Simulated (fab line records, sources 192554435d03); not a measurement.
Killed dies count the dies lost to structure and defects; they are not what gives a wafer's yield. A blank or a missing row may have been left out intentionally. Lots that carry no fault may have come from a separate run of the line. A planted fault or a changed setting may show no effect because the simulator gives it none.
Which tool is to blame? ; flow n5Finfet ; Sampling: 10 lots, 29 wafers, 6 of 1938 route steps

WHAT EACH GAUGE READ, for each wafer
N5_ILD0_THK_MEAS_08. Usual: thkNm 138.9 nm, standard deviation 1.3.
lot;measured;on;thkNm (nm);flag
L138;day 3 12:42;filmMetro-01;136.2 139.1 138.0;
L139;day 3 22:16;filmMetro-01;139.7 140.4 138.6;
L143;day 4 19:25;filmMetro-01;139.4 140.7 139.7;
L144;day 5 06:00;filmMetro-01;138.5 135.2 138.4;
L146;day 5 13:30;filmMetro-02;137.4 139.3 137.9;
L148;day 6 09:06;filmMetro-01;139.9 138.9 138.2;
L149;day 6 11:04;filmMetro-01;140.4 139.1 140.5;
L150;day 6 16:48;filmMetro-01;138.7 138.6 140.7;
L152;day 7 06:55;filmMetro-01;137.5 138.4 138.3;
L154;day 7 17:12;filmMetro-02;140.1 134.3;

N5_ILD0_THK_MEAS_13. Usual: thkNm 17.4 nm, standard deviation 1.2.
lot;measured;on;thkNm (nm);flag
L138;day 3 15:55;filmMetro-01;17.7 17.0 18.1;
L139;day 4 01:29;filmMetro-01;14.9 16.4 17.4;
L143;day 4 22:50;filmMetro-02;17.4 17.1 17.5;
L144;day 5 09:13;filmMetro-02;18.3 17.8 18.7;
L146;day 5 16:43;filmMetro-01;18.2 18.1 18.5;
L148;day 6 12:23;filmMetro-01;18.0 18.0 18.7;
L149;day 6 14:42;filmMetro-02;15.2 17.8 15.7;
L150;day 6 20:01;filmMetro-01;18.1 18.5 17.2;
L152;day 7 10:08;filmMetro-01;16.5 16.5 16.6;
L154;day 7 21:24;filmMetro-02;18.8 18.0;

N5_BEOL_M4_RC_MEAS_101. Usual: DIBL_N 36.0 mV/V, standard deviation 2.5; DIBL_P 36.2 mV/V, standard deviation 3; IOFF_N 0.16 nA/um, standard deviation 0.044; IOFF_P 0.21 nA/um, standard deviation 0.049; ION_N 671 uA/um, standard deviation 15; ION_P 461 uA/um, standard deviation 8.7; SS_N 71.5 mV/dec, standard deviation 0.72; SS_P 73.4 mV/dec, standard deviation 0.9; VT_N 251 mV, standard deviation 4.4; VT_P -250 mV, standard deviation 4.
lot;measured;on;DIBL_N (mV/V);DIBL_P (mV/V);IOFF_N (nA/um);IOFF_P (nA/um);ION_N (uA/um);ION_P (uA/um);SS_N (mV/dec);SS_P (mV/dec);VT_N (mV);VT_P (mV);flag
L138;day 8 12:22;prober-01;34.7 36.7 33.9;33.8 36.3 32.7;0.13 0.16 0.12;0.20 0.24 0.19;653 672 667;456 469 468;71.5 71.4 71.0;72.0 73.8 72.1;255 249 252;-250 -243 -246;
L139;day 8 21:15;prober-02;34.6 33.6 33.5;36.4 35.3 35.5;0.13 0.13 0.13;0.19 0.17 0.18;652 660 652;449 452 447;71.9 71.7 72.0;73.2 73.2 73.0;254 253 254;-252 -253 -255;
L143;day 9 23:16;prober-02;41.4 38.8 39.2;41.8 39.1 39.7;0.26 0.19 0.20;0.29 0.24 0.24;697 673 690;466 457 468;72.5 73.0 72.9;75.0 74.2 75.1;245 247 248;-246 -249 -251;
L144;day 10 03:35;prober-01;36.4 34.6 35.0;36.8 33.4 35.4;0.15 0.11 0.12;0.20 0.16 0.20;678 653 669;464 452 468;71.5 70.4 71.6;73.5 72.5 72.8;252 255 255;-251 -253 -252;
L146;day 10 06:41;prober-01;34.1 36.0 37.1;32.0 35.3 37.1;0.11 0.13 0.15;0.14 0.16 0.20;661 658 654;453 450 455;70.8 71.4 72.1;72.9 73.9 74.2;259 255 251;-259 -258 -254;
L148;day 11 04:19;prober-02;35.8 38.2 35.3;35.0 37.5 33.7;0.13 0.17 0.13;0.19 0.22 0.18;662 672 662;459 463 464;71.5 72.1 71.2;73.2 73.5 72.7;253 249 252;-253 -247 -252;
L149;day 11 11:53;prober-02;36.6 38.0 30.6;36.2 37.7 28.6;0.16 0.18 0.08;0.21 0.22 0.11;666 680 656;452 460 446;71.6 71.9 70.4;73.5 74.1 71.3;252 249 259;-250 -253 -260;
L150;day 11 20:52;prober-02;40.2 38.9 38.6;39.5 37.9 36.6;0.21 0.18 0.17;0.29 0.24 0.22;695 676 668;476 471 456;72.0 72.1 71.9;74.3 73.6 73.7;243 247 250;-245 -248 -250;
L152;day 12 12:41;prober-01;34.6 38.4 39.2;35.0 39.2 41.3;0.12 0.19 0.21;0.17 0.25 0.28;659 686 685;452 464 466;70.8 71.7 72.1;72.6 74.5 73.9;257 248 247;-250 -249 -249;
L154;day 12 07:19;prober-02;34.2 38.7;32.6 38.6;0.12 0.23;0.15 0.25;660 700;448 463;71.2 72.4;72.5 74.3;254 243;-254 -251;

WHAT TOOL EACH LOT RAN ON (gives the tool, then ch and the chambers of the sampled wafers, and finally the start)
lot;N5_SD_ACTIVATION_LSA_01;N5_ILD0_CMP_07;N5_ILD0_ALD_15
L138;laserAnneal-02 ch 0, day 3 09:13;cmp-04 ch 1,3, day 3 12:25;aldSin-02 ch 0,2,3, day 3 13:25
L139;laserAnneal-02 ch 0, day 3 18:35;cmp-03 ch 1,2,3, day 3 21:59;aldSin-04 ch 0,1,3, day 3 22:59
L143;laserAnneal-02 ch 0, day 4 15:52;cmp-02 ch 0,1,3, day 4 19:12;aldSin-02 ch 0,3, day 4 20:20
L144;laserAnneal-01 ch 0, day 5 01:52;cmp-02 ch 1,2, day 5 05:42;aldSin-01 ch 0,1,2, day 5 06:43
L146;laserAnneal-01 ch 0, day 5 09:59;cmp-02 ch 0,2,3, day 5 13:14;aldSin-01 ch 2,3, day 5 14:13
L148;laserAnneal-01 ch 0, day 6 05:25;cmp-02 ch 0,1,2, day 6 08:53;aldSin-01 ch 1,3, day 6 09:54
L149;laserAnneal-02 ch 0, day 6 07:32;cmp-02 ch 1,2,3, day 6 10:47;aldSin-02 ch 0,2,3, day 6 11:49
L150;laserAnneal-01 ch 0, day 6 13:08;cmp-02 ch 0,1,2, day 6 16:30;aldSin-02 ch 1,2,3, day 6 17:31
L152;laserAnneal-01 ch 0, day 7 03:22;cmp-02 ch 0,2, day 7 06:37;aldSin-02 ch 1,2,3, day 7 07:38
L154;laserAnneal-01 ch 0, day 7 13:09;cmp-02 ch 0,2, day 7 16:59;aldSin-02 ch 0,2, day 7 18:54
- N5_SD_ACTIVATION_LSA_01: time 0.0008 s.
- N5_ILD0_CMP_07: polishes SiO2 flowable, stops on poly-Si, t overpolish 1.18 s, target thk 138.88 nm.
- N5_ILD0_ALD_15: deposits SiNx, target thk 24 nm, pulse time 1 s, ald cycles 480.

WHAT THE TOOLS THEMSELVES READ (means of the sampled wafers that have a number; where no wafer has one, the mark that the record gives instead)
N5_SD_ACTIVATION_LSA_01. Usual: wafer_temp_C_max 1086.6, standard deviation 2.
lot;tool;wafer_temp_C_max;flag
L138;laserAnneal-02;1085.0;
L139;laserAnneal-02;1085.4;
L143;laserAnneal-02;1086.5;
L144;laserAnneal-01;1088.2;
L146;laserAnneal-01;1088.4;
L148;laserAnneal-01;1087.8;
L149;laserAnneal-02;1085.2;
L150;laserAnneal-01;1090.0;
L152;laserAnneal-01;1090.3;
L154;laserAnneal-01;1085.9;

N5_ILD0_CMP_07. Usual: motorCurrentA 12.9 A, standard deviation 1.4.
lot;tool;motorCurrentA (A);flag
L138;cmp-04;10.3;
L139;cmp-03;12.5;
L143;cmp-02;13.9;
L144;cmp-02;14.0;
L146;cmp-02;12.7;
L148;cmp-02;13.5;
L149;cmp-02;13.2;
L150;cmp-02;13.4;
L152;cmp-02;13.2;
L154;cmp-02;12.6;

N5_ILD0_ALD_15. Usual: heaterPowerOuterW 521 W, standard deviation 58; heaterPowerW 827 W, standard deviation 70; precursorPulseHeightRel 1.001, standard deviation 0.02.
lot;tool;heaterPowerOuterW (W);heaterPowerW (W);precursorPulseHeightRel;flag
L138;aldSin-02;530;813;1.000;
L139;aldSin-04;527;796;1.015;
L143;aldSin-02;496;771;1.008;
L144;aldSin-01;559;883;1.029;
L146;aldSin-01;466;813;1.004;
L148;aldSin-01;489;813;1.016;
L149;aldSin-02;530;831;0.998;
L150;aldSin-02;523;828;1.012;
L152;aldSin-02;522;832;0.993;
L154;aldSin-02;511;790;1.015;

THE ANSWER, worked out from the rows above alone
Rule: a lot counts as off when the mean over its wafers that have a number is more than 3 standard deviations away from the usual mean. A lot without any number at a reading at which 4 lots or more have one is off too. All remaining lots with rows at the step are treated as sound. First the gauges in route order, then the tools' own readings, where a lot's mean is used as printed above. The first step at which some lot is off is used, and at that step the reading that is off furthest; a lot without a number counts as furthest.
Nothing can be told from this: no lot is off at any reading shown.

WHAT WAS PUT IN BY THE SIMULATOR
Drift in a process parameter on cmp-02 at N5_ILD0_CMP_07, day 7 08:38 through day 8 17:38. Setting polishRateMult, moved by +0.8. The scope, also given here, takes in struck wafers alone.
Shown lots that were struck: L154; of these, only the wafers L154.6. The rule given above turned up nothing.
